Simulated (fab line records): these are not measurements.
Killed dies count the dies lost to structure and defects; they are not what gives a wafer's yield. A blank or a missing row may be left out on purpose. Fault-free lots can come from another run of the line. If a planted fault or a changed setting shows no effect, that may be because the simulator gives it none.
Chamber matching    flow n5_finfet    N5_BEOL_M0_DEP_125 on pecvd-03: 3 sister chambers
The step deposits SiCN from 3MS/NH3, target thk 8 nm, time 14 s. 3 wafers are shown with their chamber, then 11 later ones without.

EACH WAFER AND ITS CHAMBER
wafer   chamber  throttle_valve_pct (%)
L090.3  0        8.9
L090.6  1        9.2
L092.1  2        8.8

WAFERS WHOSE CHAMBER IS MISSING
wafer   throttle_valve_pct (%)
L092.2  9.1
L092.6  8.8
L094.1  8.8
L094.2  9.0
L094.3  9.0
L093.3  9.2
L093.4  9.3
L093.5  9.5
L095.4  9.2
L095.5  8.9
L095.6  9.1

EACH ONE'S CHAMBER
wafer    from the rows above            in truth
L092.2   can't be placed: 1 or 0 or 2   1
L092.6   can't be placed: 2 or 0        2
L094.1   can't be placed: 2 or 0        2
L094.2   can't be placed: 0 or 1 or 2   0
L094.3   can't be placed: 0 or 1 or 2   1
L093.3   1                              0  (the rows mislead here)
L093.4   1                              1
L093.5   1                              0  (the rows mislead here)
L095.4   1                              1
L095.5   can't be placed: 0 or 2        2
L095.6   can't be placed: 1 or 0 or 2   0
2 of 11 placed correctly. Unplaceable from these rows: 7, with the true chamber sitting among the candidates in 7. Placed wrongly: 2.
How it was worked out, from the rows above alone: a wafer's distance from a chamber is the root of the sum, over the readings, of the square of ((its reading less the chamber's mean) divided by the reading's scatter). If the next closest chamber is less than 2 further off than the closest, the wafer can't be placed; otherwise it belongs to the closest. A chamber's mean is the mean of its shown wafers. The scatter (one wafer shown for each chamber): square how far every hidden wafer sits from the nearest shown wafer, average those squares and take the square root.
